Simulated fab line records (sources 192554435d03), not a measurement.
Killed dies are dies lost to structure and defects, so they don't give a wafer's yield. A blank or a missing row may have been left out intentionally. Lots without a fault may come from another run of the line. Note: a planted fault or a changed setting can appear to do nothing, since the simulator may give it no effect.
Which of the tools did it? ; flow n5-finfet ; route of 1938 steps, sampled at 1 step: 24 lots, 72 wafers

## WHAT THE GAUGES READ, wafer by wafer
N5_BEOL_M7_CD_MEAS_11 targets a cd of 38.5 nm. Usual: cd-nm 38.6 nm, standard deviation 0.5.
lot;measured;on;cd-nm (nm);flag
L074;day 10 17:21;cd-sem-03;38.2 37.6 37.9;
L075;day 11 08:06;cd-sem-01;38.6 38.3 38.9;
L077;day 11 16:27;cd-sem-01;39.4 38.8 39.7;
L076;day 12 01:37;cd-sem-03;37.8 39.0 38.3;
L078;day 12 01:47;cd-sem-03;38.1 38.3 38.1;
L079;day 12 07:25;cd-sem-03;39.0 38.6 39.0;
L081;day 12 13:10;cd-sem-03;39.0 39.0 39.3;
L082;day 12 16:22;cd-sem-01;38.5 38.8 38.7;
L080;day 12 19:04;cd-sem-01;38.7 39.1 38.6;
L083;day 12 23:09;cd-sem-03;38.9 38.5 38.4;
L084;day 13 02:19;cd-sem-02;37.7 39.1 38.8;
L085;day 13 22:08;cd-sem-03;39.2 39.0 39.6;
L086;day 13 23:20;cd-sem-02;39.2 39.0 38.9;
L087;day 13 23:52;cd-sem-03;38.8 38.7 37.8;
L088;day 14 02:03;cd-sem-02;38.8 38.2 39.1;
L089;day 15 00:33;cd-sem-01;37.6 37.7 38.0;
L090;day 15 11:35;cd-sem-01;37.7 37.6 37.4;
L092;day 15 11:49;cd-sem-01;39.0 38.3 38.5;
L093;day 15 11:58;cd-sem-01;39.0 39.1 38.7;
L091;day 15 21:17;cd-sem-01;38.1 38.3 38.4;
L096;day 16 20:27;cd-sem-02;39.0 38.9 38.7;
L095;day 17 03:02;cd-sem-02;38.7 38.9 38.7;
L097;day 17 08:26;cd-sem-03;38.6 38.6 38.2;
L094;day 17 08:29;cd-sem-02;38.9 38.9 39.0;

## EACH LOT AND THE TOOL THAT RAN IT (in order: tool; ch and the chambers of the sampled wafers; start)
Record: no process step prior to these readings.

## AS READ BY THE TOOLS THEMSELVES (means over the sampled wafers that have a number; for cases with no such wafer, the mark the record gives instead)
The record holds no such reading with a usual standard deviation.

## THE ANSWER, worked out from the rows above alone
Rule: lot off if the mean of its wafers having a number is beyond 3 standard deviations from the usual mean. A lot without any number at a reading at which 4 lots or more have one is off too. Where the step has rows for the other lots, those lots are counted as sound. First the gauges in route order, then the tools' own readings, where a lot's mean is used as printed above. The first step at which some lot is off is used, and at that step the reading that is off furthest; a lot without a number counts as furthest.
None of the lots is off at any reading shown; this tells nothing.

## WHAT THE SIMULATOR PUT IN
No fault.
